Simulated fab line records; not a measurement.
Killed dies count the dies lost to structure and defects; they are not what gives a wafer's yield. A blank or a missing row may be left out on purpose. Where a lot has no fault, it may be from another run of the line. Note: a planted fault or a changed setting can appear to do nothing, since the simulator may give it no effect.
fab line records + flow n5-finfet
record:
- lots: 12
- wafers: 35
- last-day: 17
route steps=1938 shown BEOL_M14@1764 PASSIVATION@1936
lots that met no fault: taken from a fault-free run of the same line
start-h: hours from the record's opening day to when the first of the lot's shown wafers began + wait-h: how many hours have passed since the lot's step before this one + " same as the row above + L1.1+2: a single row standing in for several wafers + - either no value or no given start + * or withheld: withheld + < > ~ a bound
route shown NAME@n: a module of which the file shows steps, and the number in the route of the first + usual: mean/standard deviation of fault-free wafers + same: alike in all rows + chamber/n: place in a boat + sites: readings site by site + _std_site: how widely they spread, as a standard deviation + _edge_site: mean of outer sites minus mean of inner sites + radius-mm: for every site, how far away it sits from the centre of the wafer + mask NAME#n: copy n + behind: the tool/chamber that last shaped the wafer + hold: reason for holding the lot/hours on hold/outcome of the hold + device: transistor that didn't switch, given as n, p or np + end of line: at the end of the route, the tests of the same wafers + a step without rows: its recipe alone + killed: the dies lost at the first sort to structure and to defects; this is not the yield of the wafer + map: a wafer's dies, x killed, . not, _ none there
set.NAME: the setting as run; set.NAME@STEP: as run at that earlier step + model.NAME: the simulator's own value behind a step, which no gauge read
route steps across a sampled set of lots; one table per step, one row per wafer
services: from which hour (start-h, from the record's first day; less than 0 if before it) a tool's chamber was out of use, for how many hours, and why
== steps ==
step: N5_BEOL_M14_SPUTTER_45
recipe:
- material: Cu
- target-thk-a: 1000
- temp-c: -20
- bias-v: 60
- power-w: 26000
- chamber-pressure-pa: 0.13
- time-s: 16.67
usual:
- chuck-sensor-temp-C: -15.8/0.5
- throttle-valve-pct: 30.0/0.94
| lot.wafer | tool           | chamber | start-h | wait-h | chuck-sensor-temp-C | throttle-valve-pct |
|-----------|----------------|---------|---------|--------|---------------------|--------------------|
| L957.3    | pvd-sputter-01 | -       | 257.59  | 0.0    | -15.2               | 30.5               |
| L957.4    | "              | -       | "       | "      | -16.7               | 28.2               |
| L957.5    | "              | -       | "       | "      | -15.1               | 30.5               |
| L959.2    | pvd-sputter-03 | -       | 274.76  | 0.0    | -15.8               | 29.1               |
| L959.4    | "              | -       | "       | "      | -15.6               | 29.5               |
| L959.5    | "              | -       | "       | "      | -16.1               | 30.1               |
| L961.2    | pvd-sputter-02 | -       | 279.88  | 0.0    | -16.8               | 31.1               |
| L961.3    | "              | -       | "       | "      | -15.4               | 29.6               |
| L961.4    | "              | -       | "       | "      | -15.8               | 30.5               |
| L964.1    | pvd-sputter-02 | -       | 280.54  | 0.0    | -15.8               | 30.3               |
| L964.2    | "              | -       | "       | "      | -15.3               | 30.6               |
| L964.4    | "              | -       | "       | "      | -16.6               | 31.0               |
| L962.1    | pvd-sputter-01 | -       | 293.80  | 0.0    | -15.0               | 31.2               |
| L962.2    | "              | -       | "       | "      | -15.3               | 31.7               |
| L963.2    | pvd-sputter-01 | -       | 294.12  | 0.0    | -15.3               | 31.3               |
| L963.3    | "              | -       | "       | "      | -15.3               | 31.3               |
| L963.4    | "              | -       | "       | "      | -14.8               | 30.4               |
| L965.1    | pvd-sputter-02 | -       | 302.03  | 0.0    | -15.4               | 29.5               |
| L965.2    | "              | -       | "       | "      | -15.8               | 30.4               |
| L965.5    | "              | -       | "       | "      | -16.8               | 31.0               |
| L967.3    | pvd-sputter-02 | -       | 311.23  | 0.0    | -17.0               | 31.4               |
| L967.5    | "              | -       | "       | "      | -15.4               | 31.2               |
| L967.6    | "              | -       | "       | "      | -15.4               | 29.4               |
| L966.1    | pvd-sputter-02 | -       | 311.55  | 0.0    | -15.3               | 29.3               |
| L966.3    | "              | -       | "       | "      | -15.8               | 30.4               |
| L966.5    | "              | -       | "       | "      | -16.0               | 30.5               |
| L972.1    | pvd-sputter-01 | -       | 343.44  | 0.0    | -15.4               | 31.4               |
| L972.4    | "              | -       | "       | "      | -16.7               | 28.2               |
| L972.6    | "              | -       | "       | "      | -15.1               | 30.2               |
| L975.4    | pvd-sputter-01 | -       | 363.18  | 0.0    | -15.2               | 31.0               |
| L975.5    | "              | -       | "       | "      | -15.4               | 31.2               |
| L975.6    | "              | -       | "       | "      | -15.0               | 30.3               |
| L978.1    | pvd-sputter-02 | -       | 382.00  | 0.0    | -16.7               | 31.1               |
| L978.2    | "              | -       | "       | "      | -15.3               | 29.4               |
| L978.4    | "              | -       | "       | "      | -15.4               | 31.0               |
step: N5_BEOL_M14_ANNEAL_48
recipe:
- temp-c: 225
- time-s: 90
- ambient: N2
usual:
- wafer_temp_C_max: 226.00/0.24
| lot.wafer | tool          | chamber | start-h | wait-h | wafer_temp_C_max |
|-----------|---------------|---------|---------|--------|------------------|
| L957.3    | rtp-anneal-02 | 0       | 258.08  | 0.3    | 226.20           |
| L957.4    | "             | 0       | "       | "      | 225.87           |
| L957.5    | "             | 0       | "       | "      | 225.69           |
| L959.2    | rtp-anneal-02 | 0       | 275.67  | 0.7    | 226.19           |
| L959.4    | "             | 0       | "       | "      | 226.17           |
| L959.5    | "             | 0       | "       | "      | 226.15           |
| L961.2    | rtp-anneal-01 | 0       | 280.23  | 0.2    | 226.03           |
| L961.3    | "             | 0       | "       | "      | 225.94           |
| L961.4    | "             | 0       | "       | "      | 226.30           |
| L964.1    | rtp-anneal-01 | 0       | 280.85  | 0.1    | 226.41           |
| L964.2    | "             | 0       | "       | "      | 226.05           |
| L964.4    | "             | 0       | "       | "      | 225.90           |
| L962.1    | rtp-anneal-02 | 0       | 294.10  | 0.1    | 225.83           |
| L962.2    | "             | 0       | "       | "      | 225.72           |
| L963.2    | rtp-anneal-02 | 0       | 294.47  | 0.2    | 225.79           |
| L963.3    | "             | 0       | "       | "      | 225.16           |
| L963.4    | "             | 0       | "       | "      | 226.12           |
| L965.1    | rtp-anneal-01 | 0       | 302.80  | 0.6    | 226.21           |
| L965.2    | "             | 0       | "       | "      | 226.29           |
| L965.5    | "             | 0       | "       | "      | 226.17           |
| L967.3    | rtp-anneal-01 | 0       | 311.70  | 0.2    | 226.08           |
| L967.5    | "             | 0       | "       | "      | 226.22           |
| L967.6    | "             | 0       | "       | "      | 226.34           |
| L966.1    | rtp-anneal-01 | 0       | 312.00  | 0.3    | 225.66           |
| L966.3    | "             | 0       | "       | "      | 225.88           |
| L966.5    | "             | 0       | "       | "      | 226.05           |
| L972.1    | rtp-anneal-02 | 0       | 343.75  | 0.1    | 225.63           |
| L972.4    | "             | 0       | "       | "      | 226.03           |
| L972.6    | "             | 0       | "       | "      | 226.13           |
| L975.4    | rtp-anneal-02 | 0       | 363.67  | 0.3    | 226.41           |
| L975.5    | "             | 0       | "       | "      | 226.07           |
| L975.6    | "             | 0       | "       | "      | 225.97           |
| L978.1    | rtp-anneal-02 | 0       | 382.31  | 0.1    | 225.64           |
| L978.2    | "             | 0       | "       | "      | 226.04           |
| L978.4    | "             | 0       | "       | "      | 225.89           |
step: N5_BEOL_M14_THK_MEAS_50
recipe:
- thk-meas-gauge: xrf
- reads: Cu_of_BEOL_M14_ECD_47
usual:
- M14_THK: 572/16
| lot.wafer | tool          | chamber | start-h | wait-h | M14_THK[nm] |
|-----------|---------------|---------|---------|--------|-------------|
| L957.3    | film-metro-02 | -       | 258.60  | -      | 572         |
| L957.4    | "             | -       | "       | "      | 560         |
| L957.5    | "             | -       | "       | "      | 570         |
| L959.2    | film-metro-01 | -       | 276.21  | -      | 585         |
| L959.4    | "             | -       | "       | "      | 576         |
| L959.5    | "             | -       | "       | "      | 587         |
| L961.2    | film-metro-02 | -       | 280.80  | -      | 556         |
| L961.3    | "             | -       | "       | "      | 548         |
| L961.4    | "             | -       | "       | "      | 558         |
| L964.1    | film-metro-02 | -       | 281.44  | -      | 582         |
| L964.2    | "             | -       | "       | "      | 559         |
| L964.4    | "             | -       | "       | "      | 552         |
| L962.1    | film-metro-01 | -       | 294.69  | -      | 573         |
| L962.2    | "             | -       | "       | "      | 579         |
| L963.2    | film-metro-01 | -       | 295.03  | -      | 609         |
| L963.3    | "             | -       | "       | "      | 580         |
| L963.4    | "             | -       | "       | "      | 592         |
| L965.1    | film-metro-02 | -       | 303.39  | -      | 560         |
| L965.2    | "             | -       | "       | "      | 564         |
| L965.5    | "             | -       | "       | "      | 559         |
| L967.3    | film-metro-01 | -       | 312.20  | -      | 553         |
| L967.5    | "             | -       | "       | "      | 565         |
| L967.6    | "             | -       | "       | "      | 564         |
| L966.1    | film-metro-01 | -       | 312.60  | -      | 572         |
| L966.3    | "             | -       | "       | "      | 558         |
| L966.5    | "             | -       | "       | "      | 574         |
| L972.1    | film-metro-02 | -       | 344.35  | -      | 542         |
| L972.4    | "             | -       | "       | "      | 558         |
| L972.6    | "             | -       | "       | "      | 550         |
| L975.4    | film-metro-01 | -       | 364.13  | -      | 567         |
| L975.5    | "             | -       | "       | "      | 558         |
| L975.6    | "             | -       | "       | "      | 561         |
| L978.1    | film-metro-01 | -       | 382.90  | -      | 551         |
| L978.2    | "             | -       | "       | "      | 560         |
| L978.4    | "             | -       | "       | "      | 583         |
step: N5_BEOL_M14_PRE_CLEAN_52
recipe:
- gas: NH3
- time-s: 15
- temp-c: withheld
- rf-power-w: 300
| lot.wafer  | tool     | chamber | start-h | wait-h |
|------------|----------|---------|---------|--------|
| L957.3+4+5 | pecvd-01 | 0,2,0   | 258.63  | 0.0    |
| L959.2+4+5 | pecvd-03 | 1,1,0   | 276.25  | 0.0    |
| L961.2+3+4 | pecvd-03 | 0,2,0   | 280.83  | 0.0    |
| L964.1+2+4 | pecvd-02 | 2,1,0   | 281.48  | 0.0    |
| L962.1+2   | pecvd-03 | 1,0     | 294.73  | 0.0    |
| L963.2+3+4 | pecvd-01 | 2,0,2   | 295.07  | 0.0    |
| L965.1+2+5 | pecvd-01 | 2,0,1   | 303.43  | 0.0    |
| L967.3+5+6 | pecvd-02 | 0,2,0   | 312.25  | 0.0    |
| L966.1+3+5 | pecvd-01 | 0,1,1   | 312.64  | 0.0    |
| L972.1+4+6 | pecvd-01 | 1,1,0   | 344.39  | 0.0    |
| L975.4+5+6 | pecvd-01 | 1,0,2   | 364.18  | 0.0    |
| L978.1+2+4 | pecvd-03 | 2,1,2   | 382.94  | 0.0    |
step: N5_BEOL_M14_INSPECT_55
recipe:
- inspect-instrument: darkfield
- mode: post-dep
usual:
- raw-defect-count: 70/25
| lot.wafer | tool              | chamber | start-h | wait-h | raw-defect-count |
|-----------|-------------------|---------|---------|--------|------------------|
| L957.3    | defect-inspect-02 | -       | 258.75  | 0.0    | 72               |
| L957.4    | "                 | -       | "       | "      | 59               |
| L957.5    | "                 | -       | "       | "      | 72               |
| L959.2    | defect-inspect-02 | -       | 276.37  | 0.0    | 46               |
| L959.4    | "                 | -       | "       | "      | 88               |
| L959.5    | "                 | -       | "       | "      | 81               |
| L961.2    | defect-inspect-01 | -       | 280.95  | 0.0    | 64               |
| L961.3    | "                 | -       | "       | "      | 107              |
| L961.4    | "                 | -       | "       | "      | 89               |
| L964.1    | defect-inspect-01 | -       | 281.60  | 0.0    | 53               |
| L964.2    | "                 | -       | "       | "      | 86               |
| L964.4    | "                 | -       | "       | "      | 62               |
| L962.1    | defect-inspect-02 | -       | 294.85  | 0.0    | 63               |
| L962.2    | "                 | -       | "       | "      | 66               |
| L963.2    | defect-inspect-01 | -       | 295.20  | 0.0    | 41               |
| L963.3    | "                 | -       | "       | "      | 58               |
| L963.4    | "                 | -       | "       | "      | 59               |
| L965.1    | defect-inspect-01 | -       | 303.55  | 0.0    | 68               |
| L965.2    | "                 | -       | "       | "      | 61               |
| L965.5    | "                 | -       | "       | "      | 64               |
| L967.3    | defect-inspect-02 | -       | 312.39  | 0.0    | 62               |
| L967.5    | "                 | -       | "       | "      | 60               |
| L967.6    | "                 | -       | "       | "      | 38               |
| L966.1    | defect-inspect-02 | -       | 312.76  | 0.0    | 87               |
| L966.3    | "                 | -       | "       | "      | 76               |
| L966.5    | "                 | -       | "       | "      | 168              |
| L972.1    | defect-inspect-02 | -       | 344.51  | 0.0    | 94               |
| L972.4    | "                 | -       | "       | "      | 82               |
| L972.6    | "                 | -       | "       | "      | 975              |
| L975.4    | defect-inspect-01 | -       | 364.29  | 0.0    | 66               |
| L975.5    | "                 | -       | "       | "      | 972              |
| L975.6    | "                 | -       | "       | "      | 42               |
| L978.1    | defect-inspect-01 | -       | 383.06  | 0.0    | 55               |
| L978.2    | "                 | -       | "       | "      | 68               |
| L978.4    | "                 | -       | "       | "      | 44               |
step: N5_PASSIVATION_PROBE_49
usual:
- defect-limited-yield: 91.5/1.5
- killed_at_M0_to_M3: 30/11
- killed_at_M4_up: 13/4.9
- killed-at-contacts: 14/6.5
- killed-at-front-end: 40/11
- killed-at-other: 3.3/2.7
- killed-dies: 100/18
- killed-on-rim: 13/3.8
- killed-open: 67/14
- killed-short: 32/7.8
- sort_bin_5_function: 5.0/0.97
- sort_bin_6_memory: 3.2/0.75
- sort-n-pass: 1080/18
- sort-yield-pct: 91.5/1.5
same:
- gross-dies: 1180
- killed-at-back-side: 0
- sort_bin_4_leakage[%]: 0
- sort_bin_8_speed[%]: 0
| lot.wafer | tool      | chamber | start-h | wait-h | defect-limited-yield[%] | killed_at_M0_to_M3 | killed_at_M4_up | killed-at-contacts | killed-at-front-end | killed-at-other | killed-dies | killed-on-rim | killed-open | killed-short | sort_bin_5_function[%] | sort_bin_6_memory[%] | sort-n-pass | sort-yield-pct[%] |
|-----------|-----------|---------|---------|--------|-------------------------|--------------------|-----------------|--------------------|---------------------|-----------------|-------------|---------------|-------------|--------------|------------------------|----------------------|-------------|-------------------|
| L972.1    | prober-02 | -       | 370.51  | 0.8    | 91.3                    | 37                 | 13              | 3                  | 46                  | 4               | 103         | 7             | 66          | 37           | 4.7                    | 3.6                  | 1077        | 91.3              |
| L972.4    | prober-02 | -       | 370.66  | 0.9    | 90.8                    | 32                 | 18              | 5                  | 49                  | 5               | 109         | 12            | 65          | 43           | 5.0                    | 3.7                  | 1071        | 90.8              |
| L972.6    | prober-02 | -       | 370.76  | 1.0    | 85.7                    | 35                 | 75              | 8                  | 47                  | 4               | 169         | 29            | 87          | 36           | 8.8                    | 3.8                  | 1011        | 85.7              |
| L975.4    | prober-01 | -       | 385.06  | 0.2    | 93.4                    | 24                 | 17              | 18                 | 19                  | 0               | 78          | 12            | 59          | 17           | 3.6                    | 2.8                  | 1102        | 93.4              |
| L975.5    | prober-01 | -       | 385.11  | 0.2    | 87.8                    | 31                 | 63              | 15                 | 28                  | 7               | 144         | 28            | 63          | 31           | 7.1                    | 3.4                  | 1036        | 87.8              |
| L975.6    | prober-01 | -       | 385.16  | 0.3    | 93.0                    | 16                 | 9               | 15                 | 41                  | 2               | 83          | 8             | 59          | 23           | 4.7                    | 2.1                  | 1097        | 93.0              |
killed by level:class
L972.1 FIN_SAQP:geometric-particle:open=13 FIN_SAQP:geometric-particle:short=12 DUMMY_GATE:geometric-particle:open=7 BEOL_M1:geometric-particle:short=7 BEOL_M0_SAQP:geometric-particle:short=6 BEOL_M2:geometric-particle:open=6 STI_FIN_REVEAL:geometric-particle:open=5 BEOL_M0_SAQP:geometric-particle:open=5
L972.4 FIN_SAQP:geometric-particle:short=14 FIN_SAQP:geometric-particle:open=10 STI_FIN_REVEAL:geometric-particle:open=10 BEOL_M4:geometric-particle:open=10 BEOL_M2:geometric-particle:open=6 BEOL_M0_SAQP:geometric-particle:short=5 BEOL_M1:geometric-particle:open=5 MOL_CONTACT_COAG:geometric-particle:open=4
L972.6 BEOL_M14:unspecified=45 STI_FIN_REVEAL:geometric-particle:open=19 BEOL_M4:geometric-particle:open=17 BEOL_M0_SAQP:geometric-particle:short=10 FIN_SAQP:geometric-particle:short=9 BEOL_M3:geometric-particle:open=9 FIN_SAQP:geometric-particle:open=8 MOL_CONTACT_COAG:geometric-particle:open=7
L975.4 MOL_CONTACT_COAG:geometric-particle:open=16 BEOL_M2:geometric-particle:open=8 BEOL_M4:geometric-particle:open=6 FIN_SAQP:geometric-particle:short=5 BEOL_M0_SAQP:geometric-particle:short=4 BEOL_M0_SAQP:geometric-particle:open=4 STI_FIN_REVEAL:geometric-particle:open=3 DUMMY_GATE:geometric-particle:open=3
L975.5 BEOL_M14:unspecified=49 BEOL_M0_SAQP:geometric-particle:open=12 MOL_CONTACT_COAG:geometric-particle:open=11 BEOL_M1:geometric-particle:open=7 BEOL_M2:geometric-particle:open=5 BEOL_M4:geometric-particle:open=5 FIN_SAQP:geometric-particle:open=4 BEOL_M0_SAQP:geometric-particle:short=4
L975.6 FIN_SAQP:geometric-particle:open=15 MOL_CONTACT_COAG:geometric-particle:open=15 FIN_SAQP:geometric-particle:short=7 BEOL_M1:geometric-particle:open=7 ILD0:geometric-particle:short=5 BEOL_M2:geometric-particle:open=5 STI_FIN_REVEAL:geometric-particle:open=4 GATE_CUT:geometric-particle:short=3
== services ==
| tool           | chamber | start-h | hours | kind           |
|----------------|---------|---------|-------|----------------|
| pecvd-02       | 0       | 234.62  | 16.0  | repair         |
| pecvd-01       | 0       | 267.38  | 19.8  | repair         |
| pvd-sputter-03 | -       | 291.12  | 9.5   | repair         |
| pecvd-02       | -       | 291.96  | 6.0   | pm             |
| rtp-anneal-02  | -       | 295.23  | 1.1   | pm             |
| pecvd-02       | 1       | 306.84  | 14.1  | repair         |
| pecvd-03       | 2       | 309.88  | 2.1   | scheduled-down |
| pecvd-03       | 2       | 333.14  | 18.1  | repair         |
| pecvd-02       | -       | 339.29  | 5.5   | pm             |
| pecvd-02       | 1       | 346.86  | 5.5   | scheduled-down |
| pecvd-03       | -       | 352.72  | 0.6   | repair         |
== key ==
first-sign:
- step: N5_BEOL_M14_INSPECT_55
- reading: raw-defect-count
- direction: up
- sigmas: 36
- usual: 70
- struck: 974
effect:
- step: N5_PASSIVATION_PROBE_49
- reading: killed_at_M4_up
- direction: up
- sigmas: 11
- usual: 13
- struck: 69
more-kills-born-at:
- N5_BEOL_M14_PRE_CLEAN_52@pecvd-01: 94
met-at N5_BEOL_M14_PRE_CLEAN_52
struck-lots L972,L975
struck-wafers L972.6,L975.5
not-acting-at N5_BEOL_M14_SPUTTER_45,N5_BEOL_M14_ANNEAL_48,N5_BEOL_M14_THK_MEAS_50
onset-between 312.64 344.39
fault:
- kind: chamber-particle-source
- tool: pecvd-01
- chamber: 0
- onset-h: 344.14
- steps: N5_BEOL_M14_PRE_CLEAN_52
- rate-per-visit-cm2: 1.5029
- end-h: 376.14
